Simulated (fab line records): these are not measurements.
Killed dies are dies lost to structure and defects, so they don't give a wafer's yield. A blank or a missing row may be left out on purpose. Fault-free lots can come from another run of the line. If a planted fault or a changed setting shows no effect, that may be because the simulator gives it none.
One fault seen from 2 desks    flow n5-finfet    each desk has only its own numbers; what lay behind them comes last

## DESK OF THE TOOL OWNER: arfi-scanner-02
The tool's own readings at N5_PMOS_HMC_CHANNEL_EPI_EXPOSE_06 (exposes mask PMOS HMC BLK, target cd 240 nm): means of the sampled wafers that have a number, for each lot that ran on this tool. Any lot whose mean is over 4 standard deviations away from the usual mean is out of limits and marked OUT; that distance is given in the brackets.
Columns: A = exposure-dose-mJ-cm2 at N5_PMOS_HMC_CHANNEL_EPI_EXPOSE_06, usual 40.97; B = reticle-temp-C at N5_PMOS_HMC_CHANNEL_EPI_EXPOSE_06, usual 23.04 C
lot   first seen here  A      B
L954  day 2 11:13      40.98  23.07
L956  day 2 23:24      40.99  23.05
L957  day 3 05:29      40.95  23.04
This desk's verdict: no lot among the 3 shows anything out of limits.

## FROM THE METROLOGY DESK
Lot by lot, what the gauges showed, no matter which tool ran the lot: averages of those sampled wafers that carry a number. Any lot whose mean is over 4 standard deviations away from the usual mean is out of limits and marked OUT; that distance is given in the brackets. Readings shown: 7 out of 12 (the first out of limits, and those lying furthest out on some lot).
Columns: A = NWELL_OVL at N5_WELL_APT_OVL_MEAS_09, usual -7 nm; B = PMOS_HMC_BLK_OVL at N5_PMOS_HMC_CHANNEL_EPI_OVL_MEAS_10, usual 0.0 nm; C = DIBL_N at N5_BEOL_M4_RC_MEAS_101, usual 36.9 mV/V; D = DIBL_P at N5_BEOL_M4_RC_MEAS_101, usual 36.7 mV/V; E = ION_P at N5_BEOL_M4_RC_MEAS_101, usual 461 uA/um; F = SS_P at N5_BEOL_M4_RC_MEAS_101, usual 73.4 mV/dec; G = VT_P at N5_BEOL_M4_RC_MEAS_101, usual -250 mV
lot   first seen here  A    B               C     D     E    F     G
L951  day 1 13:46      -3   0.3             35.9  35.7  456  73.0  -252
L954  day 2 07:40      -10  0.2             34.4  33.6  451  72.6  -252
L956  day 2 20:08      -8   69.7 (+85) OUT  37.0  38.7  465  73.4  -248
L957  day 3 01:59      -11  74.3 (+91) OUT  37.7  39.4  459  74.2  -252
L961  day 4 01:50      -5   -0.3            39.1  37.7  464  74.1  -250
L962  day 4 07:43      -9   0.5             35.3  34.6  461  72.4  -249
L963  day 4 13:43      -9   0.0             36.3  37.6  467  73.2  -247
L970  day 6 07:50      -4   -0.8            37.2  37.2  466  73.6  -245
L971  day 6 14:01      -4   0.5             35.9  37.4  463  73.4  -249
L974  day 7 07:43      2    0.4             38.8  38.4  462  73.9  -248
This desk finds L956, L957 out of limits, with the earliest case on L956 at day 2 23:33 (PMOS_HMC_BLK_OVL at N5_PMOS_HMC_CHANNEL_EPI_OVL_MEAS_10). Within limits: L951, L954, L961, L962, L963, L970, L971, L974.

## ALL TOGETHER
At day 2 23:33 the metrology desk could have sounded an alarm, on L956, L957.
The desk of the tool owner found nothing out of limits.
Tool owner's desk: L956, L957 on record, inside its limits.
Of the lots named, all ran N5_PMOS_HMC_CHANNEL_EPI_EXPOSE_06 on arfi-scanner-02.

## WHAT THE SIMULATOR PUT IN
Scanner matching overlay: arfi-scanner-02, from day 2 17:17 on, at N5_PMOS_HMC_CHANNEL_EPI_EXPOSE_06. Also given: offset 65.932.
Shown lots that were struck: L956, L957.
Delay in hours, fault start to first out-of-limits reading, per desk: metrology desk 6.
